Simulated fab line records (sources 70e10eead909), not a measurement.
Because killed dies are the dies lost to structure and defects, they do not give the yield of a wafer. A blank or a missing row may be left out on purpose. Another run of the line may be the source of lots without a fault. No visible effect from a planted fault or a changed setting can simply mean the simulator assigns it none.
A lot that was struck, set against a sound lot + flow nand_harc + 14 out of 1302 route steps
Sound: wafers L512.3, L512.4, L512.5. Struck: wafers L518.3, L518.5, L518.6. The cause is named last.
At each step with rows: each side's tool, then ch and its chambers, then its first start. Under that, the readings that differ: sound wafers + struck wafers + difference of the means + sigmas: that difference in standard deviations of wafers without a fault.
alike: words and numbers the same on both sides, and readings whose means are apart by under 2 such deviations; not compared: readings that were withheld, readings missing a value for some wafer, numbers with overlapping values and no deviation given by the record, and bounds like >300 which may hide the same value.
The two part at a step that has a row with sigmas, a row that says differs or no value, or rows on one side only. Non-overlapping numbers with no deviation appear without sigmas and do not part them. A reading that every wafer of one side lacks parts them only if that side has two wafers or more.

NHARC_A_ONON_D1_THK_MEAS_30: measures by ellipsometry.
  sound: film_metro-02 at day 9 04:45; struck: film_metro-01 at day 11 10:50
  alike: thk_nm
NHARC_A_ONON_D1_DEP_33: deposits SiO2, target thk 200 nm.
  sound on pecvd-04 ch 0,2, day 9 04:51; struck on pecvd-03 ch 0,1,2, day 11 10:59
  alike: heater_power_outer_w, heater_power_w, rf_fwd_power_W, throttle_valve_pct
NHARC_A_ONON_D1_THK_MEAS_34: measures by ellipsometry.
  sound: film_metro-02 at day 9 05:13; struck: film_metro-02 at day 11 11:18
  alike: thk_nm
NHARC_A_ONON_D1_INSPECT_32:
  sound: defect_inspect-02 at day 9 05:17; struck: defect_inspect-01 at day 11 11:22
  alike: raw_defect_count
NHARC_A_CHANNEL_HOLE_D1_DEP_00: deposits aC, target thk 3100 nm.
  sound on acl_dep-01 ch 0, day 9 12:17; struck on acl_dep-03 ch 0, day 11 15:04
  alike: throttle_valve_pct
NHARC_A_CHANNEL_HOLE_D1_DEP_01: deposits SiON, target thk 140 nm.
  sound on pecvd-04 ch 0,1, day 9 13:37; struck on pecvd-01 ch 1,2, day 11 16:25
  alike: heater_power_outer_w, heater_power_w, rf_fwd_power_W
then, 5 steps without rows for these wafers: NHARC_A_CHANNEL_HOLE_D1_DEHYDRATE_02 (time 120 s); NHARC_A_CHANNEL_HOLE_D1_HMDS_03 (time 30 s); NHARC_A_CHANNEL_HOLE_D1_COAT_36 (time 75 s); NHARC_A_CHANNEL_HOLE_D1_COAT_37 (time 65 s); NHARC_A_CHANNEL_HOLE_D1_COAT_04 (resist thk 90 nm).
NHARC_A_CHANNEL_HOLE_D1_SOFTBAKE_05: time 55 s.
  sound on litho_track-01 ch 0, day 9 13:00; struck on litho_track-01 ch 0, day 11 16:00
| reading                  | sound                | struck               | difference | sigmas |
|--------------------------|----------------------|----------------------|------------|--------|
| heater_power_total_W (W) | 188.26 188.25 188.48 | 180.15 180.36 180.16 | -8.11      | -58    |
  alike: chill_plate_temp_C
after that, 1 step had no rows for these wafers: NHARC_A_CHANNEL_HOLE_D1_EBR_06.
-- break in the record here, with 17 days between the starts of the struck wafers on either side (left off in module A_CHANNEL_HOLE_D1, picked up again in module END, where the first step shown is number 1302 on the route) --
NHARC_END_SORT_01:
  here the record holds rows for the struck wafers (prober-01 ch 0, day 28 07:20) but none for the sound ones

## WHERE THEY PART
Earliest at NHARC_A_CHANNEL_HOLE_D1_SOFTBAKE_05; latest, in this record, at NHARC_END_SORT_01.

WHY: what had been put in by the simulator
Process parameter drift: litho_track-01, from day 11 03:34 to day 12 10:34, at NHARC_A_CHANNEL_HOLE_D1_SOFTBAKE_05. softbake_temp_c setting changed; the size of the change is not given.
